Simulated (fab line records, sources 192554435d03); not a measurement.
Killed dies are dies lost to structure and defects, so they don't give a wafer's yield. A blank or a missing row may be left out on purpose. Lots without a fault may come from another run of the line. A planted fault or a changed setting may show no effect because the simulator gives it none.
Chamber matching | flow n5_finfet | N5_MOL_CONTACT_COAG_ETCH_105 on rie_diel-03: 4 sister chambers
The step etches SiARC in CF4, target depth 15.6 nm, time 26 s. 20 wafers are shown with their chamber, then 10 later ones without.

WAFERS WITH THEIR CHAMBER
wafer  | chamber | drypump_motor_current_A (A) | showerhead_plenum_p_Torr (Torr) | throttle_valve_pct (%)
L076.1 | 2       | 6.0                         | 2.07                            | 15.51
L076.2 | 1       | 5.2                         | 2.29                            | 15.37
L076.4 | 0       | 6.3                         | 2.23                            | 15.83
L077.1 | 1       | 5.2                         | 2.29                            | 15.38
L077.2 | 0       | 6.3                         | 2.22                            | 15.85
L077.5 | 3       | 5.6                         | 2.24                            | 16.12
L079.1 | 3       | 5.6                         | 2.24                            | 16.15
L079.2 | 0       | 6.2                         | 2.22                            | 15.87
L079.6 | 0       | 6.2                         | 2.22                            | 15.85
L081.2 | 1       | 5.2                         | 2.29                            | 15.40
L081.3 | 3       | 5.6                         | 2.24                            | 16.12
L081.6 | 0       | 6.2                         | 2.22                            | 15.86
L082.1 | 3       | 5.6                         | 2.23                            | 16.14
L082.2 | 1       | 5.2                         | 2.29                            | 15.40
L082.6 | 2       | 6.0                         | 2.06                            | 15.54
L084.2 | 1       | 5.2                         | 2.29                            | 15.42
L084.4 | 2       | 6.0                         | 2.06                            | 15.57
L084.5 | 2       | 6.0                         | 2.06                            | 15.56
L089.3 | 3       | 5.6                         | 2.23                            | 16.17
L089.4 | 1       | 5.2                         | 2.28                            | 15.43

SIGNATURES (means of the wafers above)
reading                  | chamber 0 | chamber 1 | chamber 2 | chamber 3 | scatter within a chamber
drypump_motor_current_A  | 6.240     | 5.200     | 6.000     | 5.600     | 0.0274
showerhead_plenum_p_Torr | 2.2220    | 2.2883    | 2.0625    | 2.2360    | 0.00473
throttle_valve_pct       | 15.8520   | 15.4000   | 15.5450   | 16.1400   | 0.0215
Rule: a wafer's distance from a chamber is the root of the sum, over the readings, of the square of ((its reading less the chamber's mean) divided by the reading's scatter). The wafer belongs to the nearest chamber; if the next one is less than 2 further off, it can't be placed. The scatter: the root of (the sum of the squares of (reading less its chamber's mean) over the shown wafers, divided by (wafers less chambers)).

WAFERS WITHOUT THEIR CHAMBER
wafer  | drypump_motor_current_A (A) | showerhead_plenum_p_Torr (Torr) | throttle_valve_pct (%)
L089.6 | 6.0                         | 2.06                            | 15.59
L092.2 | 6.3                         | 2.21                            | 15.93
L092.4 | 5.2                         | 2.28                            | 15.44
L092.5 | 6.3                         | 2.21                            | 15.91
L094.2 | 6.3                         | 2.21                            | 15.93
L094.4 | 6.0                         | 2.05                            | 15.61
L094.6 | 6.0                         | 2.05                            | 15.60
L096.2 | 6.0                         | 2.05                            | 15.62
L096.4 | 5.2                         | 2.28                            | 15.46
L096.6 | 6.0                         | 2.05                            | 15.64

WHICH CHAMBER EACH WENT THROUGH
wafer  | from the rows above | in truth
L089.6 | 2                   | 2
L092.2 | 0                   | 0
L092.4 | 1                   | 1
L092.5 | 0                   | 0
L094.2 | 0                   | 0
L094.4 | 2                   | 2
L094.6 | 2                   | 2
L096.2 | 2                   | 2
L096.4 | 1                   | 1
L096.6 | 2                   | 2
Placed correctly: 10 of 10. Can't be placed from these rows: 0. Placed wrongly: 0.
